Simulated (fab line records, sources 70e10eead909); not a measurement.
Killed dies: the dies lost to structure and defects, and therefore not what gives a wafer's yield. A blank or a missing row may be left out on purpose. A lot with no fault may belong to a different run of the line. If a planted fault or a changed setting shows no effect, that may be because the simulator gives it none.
Struck lot and sound lot, side by side / flow nand-harc / 14 steps out of a route of 1302
Sound: wafers L940.1, L940.3, L940.5. Struck: wafers L953.2, L953.5 (left out: L953.6, a lot-mate that was not struck); the cause follows at the end.
Order at every step that has rows: each side's tool, ch and its chambers, its first start. Under that, the readings that differ: sound wafers / struck wafers / difference of the means / sigmas: that difference in standard deviations of wafers without a fault.
alike: readings whose means differ by less than 2 such deviations, and words and numbers that are the same on both sides. not compared: withheld readings, readings that some wafer has no value for, bounds like >300 that may hide the same value, and numbers for which the record gives no deviation and whose values overlap.
Wherever a step has rows on one side only, a row that says differs or no value, or a row with sigmas, the two part there. Numbers that have no deviation but don't overlap get no sigmas and don't part them. A reading that every wafer of one side lacks parts them only if that side has two wafers or more.

NHARC_A_ZERO_WELL_INSPECT_17:
  sound: defect-inspect-01 at day 8 11:10; struck: defect-inspect-02 at day 14 01:30
  alike: raw-defect-count
then, 3 steps without rows for these wafers: NHARC_A_SOURCE_PLATE_PRECLEAN_00 (cleans in HF-LAST, time 60 s); NHARC_A_SOURCE_PLATE_SRD_01; NHARC_A_SOURCE_PLATE_OXIDE_02 (material SiO2, target thk 10 nm, ox time 1362 s).
NHARC_A_SOURCE_PLATE_THK_MEAS_09: measures by ellipsometry.
  sound: film-metro-02 at day 8 19:14; struck: film-metro-02 at day 14 08:47
  alike: thk-nm
then, 3 steps without rows for these wafers: NHARC_A_SOURCE_PLATE_PVD_04 (deposits WSi2, target thk 50 nm); NHARC_A_SOURCE_PLATE_CVD_03 (deposits poly-Si, target thk 200 nm, time 4000 s); NHARC_A_SOURCE_PLATE_ANNEAL_05 (time 1800 s).
NHARC_A_SOURCE_PLATE_THK_MEAS_06: measures by ellipsometry.
  sound: film-metro-01 at day 9 08:07; struck: film-metro-01 at day 14 23:03
  alike: thk-nm
NHARC_A_SOURCE_PLATE_INSPECT_08:
  sound: defect-inspect-01 at day 9 08:11; struck: defect-inspect-02 at day 14 23:10
  alike: raw-defect-count
NHARC_A_ONON_D1_DEP_00: target thk 1000 nm.
  sound on pecvd-onon-04 ch 0, day 9 08:15; struck on pecvd-onon-04 ch 0, day 14 23:17
  alike: n2-flow-sccm, nh3-flow-sccm
NHARC_A_ONON_D1_THK_MEAS_02: measures by ellipsometry.
  sound: film-metro-02 at day 9 08:46; struck: film-metro-02 at day 14 23:46
reading=thk-nm (nm); sound=1016 1016 1014; struck=1220 1221; difference=+205; sigmas=+21
then, no rows for these wafers at 1 step: NHARC_A_ONON_D1_DEP_03 (target thk 1000 nm).
-- the record jumps here: 17 days lie between the struck wafers' starts before and after (it left off in module A_ONON_D1 and takes up again in module END, whose first step shown is number 1302 of the route) --
NHARC_END_SORT_01:
  the record has rows for the struck wafers here (prober-02 ch 0, day 31 14:03) and none for the sound ones

## WHERE THEY PART
Last at NHARC_END_SORT_01 as far as this record goes, first at NHARC_A_ONON_D1_THK_MEAS_02.

WHY: the cause the simulator had injected
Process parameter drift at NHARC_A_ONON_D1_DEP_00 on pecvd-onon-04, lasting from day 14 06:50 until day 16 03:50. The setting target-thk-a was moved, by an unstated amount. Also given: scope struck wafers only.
